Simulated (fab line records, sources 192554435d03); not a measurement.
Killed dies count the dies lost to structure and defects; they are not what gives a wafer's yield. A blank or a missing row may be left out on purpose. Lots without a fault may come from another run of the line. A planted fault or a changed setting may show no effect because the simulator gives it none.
Lot-split experiment / flow n5 finfet / on a route of 1938 steps: 7 lots, 39 wafers read

## THE SPLIT ITSELF
At N5_FIN_SAQP_MANDREL_ETCH_22 (etches a-Si in HBr/Cl2, stops on SiNx, target depth 60 nm, bt time 10 s, time 30 s), the setting target depth a was moved away from the recipe's 600 angstrom on 18 of the 39 wafers read, by -22.9% to +47.2%. All remaining wafers had this setting at the recipe value.

The reading comes from the split's own step.

## THE READING
oes product au, in a.u., at N5_FIN_SAQP_MANDREL_ETCH_22 (etches a-Si in HBr/Cl2, stops on SiNx, target depth 60 nm, bt time 10 s, time 30 s). On this fab line, fault-free wafers typically give 0.764 a.u. with a standard deviation of 0.011 a.u.

wafer=L074.1; tool, chamber at the split=rie si-04, 3; target depth a as run, angstrom=600; against the recipe=recipe; oes product au, a.u.=0.759; against lot-mates on the recipe=-
wafer=L074.2; tool, chamber at the split=rie si-04, 2; target depth a as run, angstrom=883.1; against the recipe=+47.2%; oes product au, a.u.=0.616; against lot-mates on the recipe=-0.143
wafer=L074.3; tool, chamber at the split=rie si-04, 0; target depth a as run, angstrom=883.1; against the recipe=+47.2%; oes product au, a.u.=0.616; against lot-mates on the recipe=-0.143
wafer=L074.4; tool, chamber at the split=rie si-04, 1; target depth a as run, angstrom=600; against the recipe=recipe; oes product au, a.u.=0.758; against lot-mates on the recipe=-
wafer=L074.5; tool, chamber at the split=rie si-04, 3; target depth a as run, angstrom=600; against the recipe=recipe; oes product au, a.u.=0.760; against lot-mates on the recipe=-
wafer=L074.6; tool, chamber at the split=rie si-04, 0; target depth a as run, angstrom=883.1; against the recipe=+47.2%; oes product au, a.u.=0.620; against lot-mates on the recipe=-0.139
wafer=L075.1; tool, chamber at the split=rie si-01, 1; target depth a as run, angstrom=757.6; against the recipe=+26.3%; oes product au, a.u.=0.656; against lot-mates on the recipe=-0.124
wafer=L075.2; tool, chamber at the split=rie si-01, 3; target depth a as run, angstrom=600; against the recipe=recipe; oes product au, a.u.=0.763; against lot-mates on the recipe=-
wafer=L075.3; tool, chamber at the split=rie si-01, 0; target depth a as run, angstrom=757.6; against the recipe=+26.3%; oes product au, a.u.=0.681; against lot-mates on the recipe=-0.099
wafer=L075.4; tool, chamber at the split=rie si-01, 2; target depth a as run, angstrom=600; against the recipe=recipe; oes product au, a.u.=0.792; against lot-mates on the recipe=-
wafer=L075.5; tool, chamber at the split=rie si-01, 0; target depth a as run, angstrom=600; against the recipe=recipe; oes product au, a.u.=0.784; against lot-mates on the recipe=-
wafer=L075.6; tool, chamber at the split=rie si-01, 1; target depth a as run, angstrom=757.6; against the recipe=+26.3%; oes product au, a.u.=0.662; against lot-mates on the recipe=-0.118
wafer=L077.1; tool, chamber at the split=rie si-04, 1; target depth a as run, angstrom=600; against the recipe=recipe; oes product au, a.u.=0.744; against lot-mates on the recipe=-
wafer=L077.2; tool, chamber at the split=rie si-04, 0; target depth a as run, angstrom=600; against the recipe=recipe; oes product au, a.u.=0.751; against lot-mates on the recipe=-
wafer=L077.3; tool, chamber at the split=rie si-04, 2; target depth a as run, angstrom=752; against the recipe=+25.3%; oes product au, a.u.=0.676; against lot-mates on the recipe=-0.078
wafer=L077.4; tool, chamber at the split=rie si-04, 3; target depth a as run, angstrom=752; against the recipe=+25.3%; oes product au, a.u.=0.678; against lot-mates on the recipe=-0.076
wafer=L077.5; tool, chamber at the split=rie si-04, 3; target depth a as run, angstrom=600; against the recipe=recipe; oes product au, a.u.=0.767; against lot-mates on the recipe=-
wafer=L077.6; tool, chamber at the split=rie si-04, 0; target depth a as run, angstrom=752; against the recipe=+25.3%; oes product au, a.u.=0.679; against lot-mates on the recipe=-0.075
wafer=L078.1; tool, chamber at the split=rie si-04, 0; target depth a as run, angstrom=462.8; against the recipe=-22.9%; oes product au, a.u.=0.885; against lot-mates on the recipe=+0.131
wafer=L078.2; tool, chamber at the split=rie si-04, 3; target depth a as run, angstrom=600; against the recipe=recipe; oes product au, a.u.=0.750; against lot-mates on the recipe=-
wafer=L078.3; tool, chamber at the split=rie si-04, 1; target depth a as run, angstrom=600; against the recipe=recipe; oes product au, a.u.=0.747; against lot-mates on the recipe=-
wafer=L078.4; tool, chamber at the split=rie si-04, 2; target depth a as run, angstrom=462.8; against the recipe=-22.9%; oes product au, a.u.=0.901; against lot-mates on the recipe=+0.147
wafer=L078.5; tool, chamber at the split=rie si-04, 3; target depth a as run, angstrom=462.8; against the recipe=-22.9%; oes product au, a.u.=0.898; against lot-mates on the recipe=+0.144
wafer=L078.6; tool, chamber at the split=rie si-04, 0; target depth a as run, angstrom=600; against the recipe=recipe; oes product au, a.u.=0.765; against lot-mates on the recipe=-
wafer=L082.1; tool, chamber at the split=rie si-04, 1; target depth a as run, angstrom=737.7; against the recipe=+23.0%; oes product au, a.u.=0.667; against lot-mates on the recipe=-0.090
wafer=L082.2; tool, chamber at the split=rie si-04, 3; target depth a as run, angstrom=600; against the recipe=recipe; oes product au, a.u.=0.749; against lot-mates on the recipe=-
wafer=L082.3; tool, chamber at the split=rie si-04, 0; target depth a as run, angstrom=600; against the recipe=recipe; oes product au, a.u.=0.751; against lot-mates on the recipe=-
wafer=L082.4; tool, chamber at the split=rie si-04, 2; target depth a as run, angstrom=600; against the recipe=recipe; oes product au, a.u.=0.770; against lot-mates on the recipe=-
wafer=L082.5; tool, chamber at the split=rie si-04, 0; target depth a as run, angstrom=737.7; against the recipe=+23.0%; oes product au, a.u.=0.668; against lot-mates on the recipe=-0.089
wafer=L082.6; tool, chamber at the split=rie si-04, 3; target depth a as run, angstrom=737.7; against the recipe=+23.0%; oes product au, a.u.=0.681; against lot-mates on the recipe=-0.076
wafer=L087.1; tool, chamber at the split=rie si-04, 0; target depth a as run, angstrom=693.2; against the recipe=+15.5%; oes product au, a.u.=0.697; against lot-mates on the recipe=-0.057
wafer=L087.2; tool, chamber at the split=rie si-04, 3; target depth a as run, angstrom=600; against the recipe=recipe; oes product au, a.u.=0.751; against lot-mates on the recipe=-
wafer=L087.3; tool, chamber at the split=rie si-04, 1; target depth a as run, angstrom=600; against the recipe=recipe; oes product au, a.u.=0.741; against lot-mates on the recipe=-
wafer=L087.4; tool, chamber at the split=rie si-04, 2; target depth a as run, angstrom=693.2; against the recipe=+15.5%; oes product au, a.u.=0.705; against lot-mates on the recipe=-0.049
wafer=L087.5; tool, chamber at the split=rie si-04, 2; target depth a as run, angstrom=600; against the recipe=recipe; oes product au, a.u.=0.771; against lot-mates on the recipe=-
wafer=L087.6; tool, chamber at the split=rie si-04, 1; target depth a as run, angstrom=693.2; against the recipe=+15.5%; oes product au, a.u.=0.683; against lot-mates on the recipe=-0.071
wafer=L088.2; tool, chamber at the split=rie si-04, 0; target depth a as run, angstrom=600; against the recipe=recipe; oes product au, a.u.=0.769; against lot-mates on the recipe=-
wafer=L088.3; tool, chamber at the split=rie si-04, 1; target depth a as run, angstrom=600; against the recipe=recipe; oes product au, a.u.=0.750; against lot-mates on the recipe=-
wafer=L088.4; tool, chamber at the split=rie si-04, 3; target depth a as run, angstrom=600; against the recipe=recipe; oes product au, a.u.=0.782; against lot-mates on the recipe=-

THE FIT
A straight line over all 39 wafers: oes product au changes by -0.00376 a.u. for each +1% of target depth a; r = -0.96; the points scatter about the line by 0.019 a.u.
The same after taking each lot's own level away (the mean of its wafers on the recipe; 39 wafers): -0.00383 a.u. for each +1%; r = -0.96; scatter 0.02 a.u.
Per that fit: largest target depth a move, reading shift of 0.18 a.u.
The span of the lots' own levels, 0.7540 to 0.7797 a.u., comes to 2.3 times the standard deviation stated above.
The two slopes agree, so the slope changes little with the lot-to-lot level.
Check: -0.178 a.u. against its lot-mates is what the line predicts for one of the wafers moved furthest among these (+47.2%) when that wafer is left out of the fit. Against them it came out at -0.143 a.u.
Tool readings at the split's step, against how far the setting was moved: oes product au r = -0.96.

## ADDITIONAL SPLITS CARRIED BY THESE WAFERS
Before the reading, these wafers also passed through other splits. Each is held against what the fit with the lots' levels taken away leaves over:
other split on the same wafers=N5_PMOS_HMC_CHANNEL_EPI_DEVELOP_08 develop time s; wafers away from the commonest value=18; r with oes product au (lot level and that fit taken away)=+0.08

## THE WHOLE CHAIN: every reading that the file lists as answering this split, in the file's order
step=N5_FIN_SAQP_MANDREL_ETCH_22; what it does=etches a-Si in HBr/Cl2, stops on SiNx, target depth 60 nm, bt time 10 s, time 30 s; reading=oes product au; change (the file's fit)=-0.00365 a.u. for each +1% of the setting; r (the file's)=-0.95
step=N5_FIN_SAQP_MANDREL_ETCH_22; what it does=etches a-Si in HBr/Cl2, stops on SiNx, target depth 60 nm, bt time 10 s, time 30 s; reading=SiNx_of_FIN_SAQP_PECVD_48.thk nm (the simulator's own value, which no gauge read); change (the file's fit)=-0.112 nm for each +1% of the setting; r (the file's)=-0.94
step=N5_FIN_SAQP_MANDREL_ETCH_22; what it does=etches a-Si in HBr/Cl2, stops on SiNx, target depth 60 nm, bt time 10 s, time 30 s; reading=SOC_of_FIN_SAQP_COAT_49.thk nm (the simulator's own value, which no gauge read); change (the file's fit)=-0.242 nm for each +1% of the setting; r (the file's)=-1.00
step=N5_FIN_SAQP_ETCH_57; what it does=etches SiNx in CH3F/O2, target depth 32.5 nm, time 46.4 s; reading=etch rf on time s; change (the file's fit)=withheld for each +1% of the setting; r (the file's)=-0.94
step=N5_FIN_SAQP_ETCH_57; what it does=etches SiNx in CH3F/O2, target depth 32.5 nm, time 46.4 s; reading=etch.depth nm (the simulator's own value, which no gauge read); change (the file's fit)=-0.112 nm for each +1% of the setting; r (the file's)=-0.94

## FILE'S OWN FIT
oes product au changes by -0.00365 a.u. for each +1% of target depth a, r = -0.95.
